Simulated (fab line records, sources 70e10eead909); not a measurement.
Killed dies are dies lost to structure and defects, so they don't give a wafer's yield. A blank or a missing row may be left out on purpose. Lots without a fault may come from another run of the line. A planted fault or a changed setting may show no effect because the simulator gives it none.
A struck lot beside a sound one | flow nand_harc | 23 steps out of a route of 1159
Sound: wafers L977.1, L977.2, L977.6. Struck: wafers L967.1, L967.3, L967.5. The cause comes at the end.
At each step with rows: each side's tool, then ch and its chambers, then its first start. Under that, the readings that differ: sound wafers | struck wafers | difference of the means | sigmas: that difference in standard deviations of wafers without a fault.
alike: readings whose means differ by less than 2 such deviations, and words and numbers that are the same on both sides. not compared: withheld readings, readings that some wafer has no value for, bounds like >300 that may hide the same value, and numbers for which the record gives no deviation and whose values overlap.
The two part at a step that has a row with sigmas, a row that says differs or no value, or rows on one side only. Numbers that don't overlap but have no deviation are shown without sigmas and don't part them. A reading that every wafer of one side lacks parts them only if that side has two wafers or more.

NHARC_A_CONTACT_CVD_19: deposits W, target thk 300 nm, time 802 s.
  sound on cvd_w-02 ch 0,1; struck on cvd_w-02 ch 0,1
  alike: heater_power_w, throttle_valve_pct
  not compared: since_wet_clean_h
NHARC_A_CONTACT_CMP_20: polishes, t overpolish 30 s, target thk 300 nm.
  sound on cmp-02 ch 0,1,3, day 21 23:23; struck on cmp-02 ch 0,1, day 19 06:50
  alike: motor_current_A, overpolish_run_s, time_to_endpoint_s
then, 1 step without rows for these wafers: NHARC_A_CONTACT_SRD_22.
NHARC_A_CONTACT_INSPECT_23:
  sound on defect_inspect-01, day 21 23:46; struck on defect_inspect-01, day 19 07:14
  alike: raw_defect_count
then, 7 steps without rows for these wafers: NHARC_A_BLC_DEHYDRATE_00 (time 120 s); NHARC_A_BLC_HMDS_01 (time 30 s); NHARC_A_BLC_COAT_02 (time 75 s); NHARC_A_BLC_COAT_03 (time 65 s); NHARC_A_BLC_COAT_04 (resist thk 90 nm); NHARC_A_BLC_SOFTBAKE_05 (time 55 s); NHARC_A_BLC_EBR_06.
NHARC_A_BLC_EXPOSE_07: exposes mask A BLC, target cd 100 nm.
  sound on arfi_scanner-01 ch 0, day 22 00:00; struck on arfi_scanner-02 ch 0, day 19 07:29
  reading              | sound             | struck            | difference | sigmas
  exposure_dose_mJ_cm2 | 67.84 67.89 67.83 | 72.35 72.45 72.50 | +4.58      | +65
  alike: mask
then, 2 steps without rows for these wafers: NHARC_A_BLC_PEB_08 (peb time 65 s); NHARC_A_BLC_DEVELOP_09 (develop time 35 s).
NHARC_A_BLC_CD_MEAS_10: target cd 100 nm.
  sound on cd_sem-01 ch 0, day 22 00:08; struck on cd_sem-03 ch 0, day 19 07:37
  reading    | sound            | struck            | difference | sigmas
  cd_nm (nm) | 99.0 100.3 100.0 | 104.5 104.9 104.7 | +4.9       | +9
NHARC_A_BLC_OVL_MEAS_11:
  sound on overlay-02, day 22 00:14; struck on overlay-01, day 19 07:43
  reading           | sound          | struck      | difference | sigmas
  overlay_x_nm (nm) | -1.9 -2.2 -1.4 | 0.3 0.4 0.0 | +2.1       | +3
  alike: overlay_y_nm
NHARC_A_BLC_INSPECT_12:
  sound on defect_inspect-02, day 22 00:16; struck on defect_inspect-01, day 19 07:45
  alike: raw_defect_count
NHARC_A_BLC_DESCUM_15: chemistry O2, time 3 s.
  sound on rie_diel-04 ch 1,3, day 22 00:19; struck on rie_diel-04 ch 1,3, day 19 07:49
  reading                | sound             | struck            | difference | sigmas
  model.A_BLC.cd_nm (nm) | 99.21 100.5 100.1 | 103.7 104.9 103.8 | +4.2       |
  alike: drypump_motor_current_A, oes_product_au, rf_vpp_V, showerhead_plenum_p_Torr, throttle_valve_pct
  not compared: rf_hours_counter_h
NHARC_A_BLC_ETCH_16: etches the open film in CF4, target depth 39 nm, time 65 s.
  sound on rie_diel-04 ch 0,1,3, day 22 00:25; struck on rie_diel-04 ch 1,2,3, day 19 07:55
  alike: drypump_motor_current_A, oes_product_au, rf_vpp_V, showerhead_plenum_p_Torr, throttle_valve_pct
  not compared: rf_hours_counter_h
NHARC_A_BLC_ETCH_17: etches the open film in N2/H2, target depth 390 nm, time 609.38 s.
  sound on rie_diel-04 ch 0,2; struck on rie_diel-04 ch 1,2,3
  reading                     | sound       | struck      | difference | sigmas
  drypump_motor_current_A (A) | 6.6 5.9 6.6 | 5.1 5.9 5.2 | -1.0       | -2
  alike: oes_product_au, rf_vpp_V, showerhead_plenum_p_Torr, throttle_valve_pct
  not compared: rf_hours_counter_h
NHARC_A_BLC_ETCH_18: etches the open film in C4F8/O2/Ar, target depth 910 nm.
  sound on rie_diel-04 ch 1,2,3; struck on rie_diel-04 ch 0,2,3
  reading                | sound             | struck            | difference | sigmas
  oes_product_au (a.u.)  | 0.992 0.966 0.973 | 0.923 0.940 0.906 | -0.054     | -2
  model.A_BLC.cd_nm (nm) | 99.66 100.2 101.9 | 105.2 106.7 105.6 | +5.2       |
  alike: rf_vpp_V
  not compared: rf_hours_counter_h
NHARC_A_BLC_CD_MEAS_19:
  sound on cd_sem-03, day 22 01:31; struck on cd_sem-02, day 19 08:49
  reading    | sound            | struck            | difference | sigmas
  cd_nm (nm) | 99.9 100.5 102.2 | 105.3 106.9 105.6 | +5.1       | +3
-- the record jumps here: 2 days lie between the struck wafers' starts before and after (it left off in module A_BLC and takes up again in module END, whose first step shown is number 1159 of the route) --
NHARC_END_SORT_01:
  sound on prober-01 ch 0, day 23 19:49; struck on prober-02 ch 0, day 21 09:50
  alike: killed_at_array, killed_at_other, killed_at_periphery, killed_dies, killed_open, killed_short

WHERE THEY PART
First at NHARC_A_BLC_EXPOSE_07; last, within this record, at NHARC_A_BLC_CD_MEAS_19. Later steps at which nothing parts them and some readings are alike: NHARC_END_SORT_01.

WHY: what the simulator had put in
Process parameter drift: arfi_scanner-02, from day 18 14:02 on, at NHARC_A_BLC_EXPOSE_07. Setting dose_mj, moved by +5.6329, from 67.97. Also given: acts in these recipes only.
